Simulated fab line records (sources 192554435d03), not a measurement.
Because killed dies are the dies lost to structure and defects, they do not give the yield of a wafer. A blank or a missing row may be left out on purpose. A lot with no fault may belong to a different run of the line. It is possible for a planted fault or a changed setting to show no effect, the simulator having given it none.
Chamber matching / flow n5-finfet / N5_BEOL_M5_DESCUM_33 on rie-diel-02 has 4 sister chambers
The step chemistry O2, time 7 s. 4 wafers are shown with their chamber, then 9 later ones without.

== WAFERS, EACH WITH ITS CHAMBER ==
wafer=L082.2; chamber=2; showerhead-plenum-p-Torr (Torr)=2.09
wafer=L084.1; chamber=3; showerhead-plenum-p-Torr (Torr)=2.23
wafer=L084.3; chamber=0; showerhead-plenum-p-Torr (Torr)=2.07
wafer=L084.6; chamber=1; showerhead-plenum-p-Torr (Torr)=2.16

== WAFERS MISSING THEIR CHAMBER ==
wafer=L090.1; showerhead-plenum-p-Torr (Torr)=2.15
wafer=L090.2; showerhead-plenum-p-Torr (Torr)=2.22
wafer=L090.3; showerhead-plenum-p-Torr (Torr)=2.08
wafer=L090.4; showerhead-plenum-p-Torr (Torr)=2.07
wafer=L090.5; showerhead-plenum-p-Torr (Torr)=2.15
wafer=L090.6; showerhead-plenum-p-Torr (Torr)=2.08
wafer=L094.2; showerhead-plenum-p-Torr (Torr)=2.15
wafer=L094.5; showerhead-plenum-p-Torr (Torr)=2.15
wafer=L094.6; showerhead-plenum-p-Torr (Torr)=2.07

== WHICH CHAMBER EACH WENT THROUGH ==
wafer=L090.1; from the rows above=1; in truth=1
wafer=L090.2; from the rows above=3; in truth=3
wafer=L090.3; from the rows above=can't be placed: 2 or 0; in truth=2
wafer=L090.4; from the rows above=0; in truth=0
wafer=L090.5; from the rows above=1; in truth=1
wafer=L090.6; from the rows above=can't be placed: 2 or 0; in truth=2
wafer=L094.2; from the rows above=1; in truth=1
wafer=L094.5; from the rows above=1; in truth=1
wafer=L094.6; from the rows above=0; in truth=0
7 of 9 placed correctly. These rows do not allow placing 2 (true chamber among the candidates in 2). Wrongly placed: 0.
How it was worked out, from the rows above alone: a wafer's distance from a chamber is the root of the sum, over the readings, of the square of ((its reading less the chamber's mean) divided by the reading's scatter). If the next closest chamber is less than 2 further off than the closest, the wafer can't be placed; otherwise it belongs to the closest. The mean given for a chamber averages the wafers shown for that chamber. The scatter: with one shown wafer a chamber, the root of the mean of the squares of how far each hidden wafer lies from its nearest shown one.
